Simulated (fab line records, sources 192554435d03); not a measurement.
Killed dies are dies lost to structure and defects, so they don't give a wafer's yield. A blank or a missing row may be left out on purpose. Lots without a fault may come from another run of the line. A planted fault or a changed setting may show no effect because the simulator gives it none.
Problem report in the 8D (eight disciplines) form, filled by code | flow n5_finfet | the parts of the form that need people (team, actions taken, sign-off) are left out

1. THE PROBLEM
rf_fwd_power_W at N5_BEOL_M9_ETCH_62 reads a mean of 632.1 W on 1 wafer of 1 lot; wafers without a fault read 836.8 W with a standard deviation of 2.4. That is -85 standard deviations from the usual mean.
The step: etches SOC in N2/H2, target depth 110 nm, overetch 22 nm, time 165 s.
First seen on wafer L215.3, day 13 05:18, on rie_diel-03. The record holds 15 wafers of 5 lots with a number at this step. Rule for "out", or "out of limits": more than 4 standard deviations from the usual mean. The other wafers with a number count as sound.

2. WHAT IT IS AND WHAT IT IS NOT
question                    | is                       | is not
which readings at this step | rf_fwd_power_W, rf_vpp_V | drypump_motor_current_A, oes_product_au, showerhead_plenum_p_Torr
which lots                  | L215                     | L211, L212, L214, L222
which wafers of those lots  | L215.3                   | L215.1, L215.4
read on which tools         | rie_diel-03              | rie_diel-01
when                        | from day 13 05:18        | up to then (11 sound wafers); but 3 sound wafers of L222 came after

3. SUSPECTS, AND WHAT RULES EACH OUT
Counting: a tool at a process step up to the reading stays a suspect if it ran every lot that is out. Sound lots after the first of them don't rule it out here, since some wafers of a struck lot are sound.
- rie_diel-03 at N5_BEOL_M9_DESCUM_16 (chemistry O2, time 7.9 s): kept. It ran the lot that is out, L215 (day 13 05:13); its last sound lot up to then is L212 (day 12 04:17).
- rie_diel-03 at N5_BEOL_M9_ETCH_61 (etches SiARC in CF4, target depth 39 nm, time 65 s): kept. It ran the lot that is out, L215 (day 13 05:15); its last sound lot up to then is L212 (day 12 04:19).
- rie_diel-03 at N5_BEOL_M9_ETCH_62 (etches SOC in N2/H2, target depth 110 nm, overetch 22 nm, time 165 s): kept. It ran the lot that is out, L215 (day 13 05:18); its last sound lot up to then is L212 (day 12 04:22). Its own readings are out on those wafers: rf_fwd_power_W, rf_vpp_V.
- Within rie_diel-03 at N5_BEOL_M9_DESCUM_16: the wafers that are out ran in chamber 3; their sound lot-mates ran in chambers 0, 2.
- Within rie_diel-03 at N5_BEOL_M9_ETCH_61: the wafers that are out ran in chamber 3; their sound lot-mates ran in chambers 0, 2.
- Within rie_diel-03 at N5_BEOL_M9_ETCH_62: the wafers that are out ran in chamber 3; their sound lot-mates ran in chambers 0, 2.
Left after counting: rie_diel-03 at N5_BEOL_M9_DESCUM_16, rie_diel-03 at N5_BEOL_M9_ETCH_61, rie_diel-03 at N5_BEOL_M9_ETCH_62.

4. THE CAUSE (what the simulator had put in)
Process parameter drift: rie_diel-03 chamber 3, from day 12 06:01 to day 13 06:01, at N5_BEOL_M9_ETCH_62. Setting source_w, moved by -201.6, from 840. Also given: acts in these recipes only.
Counting left 3 suspects, and this tool is among them.

5. THE CHAIN OF EFFECTS, in route order
Each row: a reading whose mean over the struck wafers that have a number lies more than 3 standard deviations from the usual. Only readings for which the record gives a usual standard deviation are gone through. hours: the time from each lot's start at the first step in this table that gives one to its start at this step, as a median over the lots. sigmas: the change in usual standard deviations.
hours | step               | reading        | usual   | on struck wafers | change | sigmas
0     | N5_BEOL_M9_ETCH_62 | rf_fwd_power_W | 836.8 W | 632.1            | -204.7 | -85
0     | N5_BEOL_M9_ETCH_62 | rf_vpp_V       | 523 V   | 577              | +54    | +18
The process steps in it:
- N5_BEOL_M9_ETCH_62: etches SOC in N2/H2, target depth 110 nm, overetch 22 nm, time 165 s.

6. WHAT WOULD HAVE CAUGHT IT SOONER
In this record the first reading out of limits was taken at day 13 05:18, 23 hours after the fault began at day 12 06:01.
